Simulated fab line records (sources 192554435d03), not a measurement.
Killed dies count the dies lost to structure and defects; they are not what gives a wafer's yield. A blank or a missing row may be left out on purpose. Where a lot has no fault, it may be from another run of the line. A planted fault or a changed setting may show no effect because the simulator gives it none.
Struck lot and sound lot, side by side    flow n5 finfet    38 steps out of a route of 1938
Sound: the wafers L470.2, L470.3, L470.5. Wafers L478.2, L478.4, L478.6 were the ones struck. The cause is given at the end.
Each step with rows lists, per side, the tool, then ch with its chambers, then its first start. Under that, the readings that differ: sound wafers    struck wafers    difference of the means    sigmas: that difference in standard deviations of wafers without a fault.
alike: words and numbers the same on both sides, and readings whose means are apart by under 2 such deviations; not compared: readings that were withheld, readings missing a value for some wafer, numbers with overlapping values and no deviation given by the record, and bounds like >300 which may hide the same value.
A row with sigmas, a row that says differs or no value, or rows on one side alone: a step with any of these is where the two part. Numbers that have no deviation but don't overlap get no sigmas and don't part them. Lack of a reading on every wafer of one side parts them only where that side has two or more wafers.

first, 9 steps without rows for these wafers: N5_BEOL_M4_EBR_24; N5_BEOL_M4_SOFTBAKE_23 (time 60 s); N5_BEOL_M4_EXPOSE_25 (exposes mask V3, defocus 5 nm); N5_BEOL_M4_PEB_26 (peb time 60 s); N5_BEOL_M4_DEVELOP_27 (develop time 30 s); N5_BEOL_M4_DESCUM_33 (chemistry O2, time 7 s); N5_BEOL_M4_ETCH_77 (etches underlayer in N2/H2, target depth 6.5 nm, time 5.2 s); N5_BEOL_M4_ETCH_69 (etches SiARC in CF4, target depth 15.6 nm, time 26 s); N5_BEOL_M4_ALD_98 (deposits SiO2, target thk 2.5 nm, pulse time 1 s, co reactant pulse time 1 s).
N5_BEOL_M4_ETCHBACK_99: etches SiO2 in CHF3, target depth 5 nm, time 10.4 s.
  sound on rie diel-05 ch 2,3, day 9 19:08; struck on rie diel-02 ch 1,2, day 11 12:50
  alike: drypump motor current A, oes product au, rf vpp V, showerhead plenum p Torr, throttle valve pct
  not compared: rf hours counter h
then, 27 steps without rows for these wafers: N5_BEOL_M4_ETCH_70 (etches SOC in N2/H2, target depth 80 nm, overetch 24 nm, time 130 s); N5_BEOL_M4_STRIP_71 (strips in N2/H2); N5_BEOL_M4_STRIP_78 (strips in N2/H2); N5_BEOL_M4_VIA_ETCH_34 (etches the open film in C4F6/O2, target depth 69.4 nm, time 65.9 s); N5_BEOL_M4_STRIP_83 (strips in C4F6/O2); N5_BEOL_M4_STRIP_36 (strips in N2/H2); N5_BEOL_M4_TRENCH_ETCH_37 (etches SiOC in C4F6/O2, target depth 55.555 nm, time 29.2 s); N5_BEOL_M4_ETCH_41 (etches SiCN in CH3F/O2, target depth 29.9 nm, time 52.5 s); N5_BEOL_M4_STRIP_97 (strips in N2/H2, time 10 s); N5_BEOL_M4_HM_STRIP_39 (strips TiN in peroxide tin strip, target depth 25 nm, time 158 s); N5_BEOL_M4_SRD_40 (time 30 s); N5_BEOL_M4_PRECLEAN_42 (cleans in residue remover, time 60 s); N5_BEOL_M4_SRD_43 (time 30 s); N5_BEOL_M4_DEGAS_44 (time 60 s); N5_BEOL_M4_PRE_CLEAN_45 (time 30 s); N5_BEOL_M4_ALD_84 (deposits TaN, pulse time 2 s, purge time 3 s, co reactant purge time 2 s); N5_BEOL_M4_SURFACE_TREAT_85; N5_BEOL_M4_CVD_47 (deposits Co from CCTBA/H2, target thk 3 nm, time 223.8 s); N5_BEOL_M4_SPUTTER_48 (material Cu, target thk 4.5 nm, time 8.29 s); N5_BEOL_M4_ANNEAL_49 (time 240 s); N5_BEOL_M4_SPUTTER_79 (material Cu, target thk 4.5 nm, time 8.29 s); N5_BEOL_M4_ANNEAL_80 (time 240 s); N5_BEOL_M4_SPUTTER_81 (material Cu, target thk 4.5 nm, time 8.29 s); N5_BEOL_M4_ANNEAL_82 (time 240 s); N5_BEOL_M4_SPUTTER_86 (material Cu, target thk 4.5 nm, time 8.29 s); N5_BEOL_M4_ANNEAL_87 (time 240 s); N5_BEOL_M4_SPUTTER_88 (material Cu, target thk 4.5 nm, time 8.29 s).
-- a jump in the record: the struck wafers' starts before and after are 4 days apart (it breaks off in module BEOL_M4 and resumes in module PASSIVATION, where the first step shown is number 1936 of the route) --
N5_PASSIVATION_PROBE_49:
  only the struck wafers here have rows in the record (prober-01, day 15 15:50); the sound ones have none

WHERE THEY PART
Only at N5_PASSIVATION_PROBE_49, as far as this record shows.

WHY: the cause the simulator had injected
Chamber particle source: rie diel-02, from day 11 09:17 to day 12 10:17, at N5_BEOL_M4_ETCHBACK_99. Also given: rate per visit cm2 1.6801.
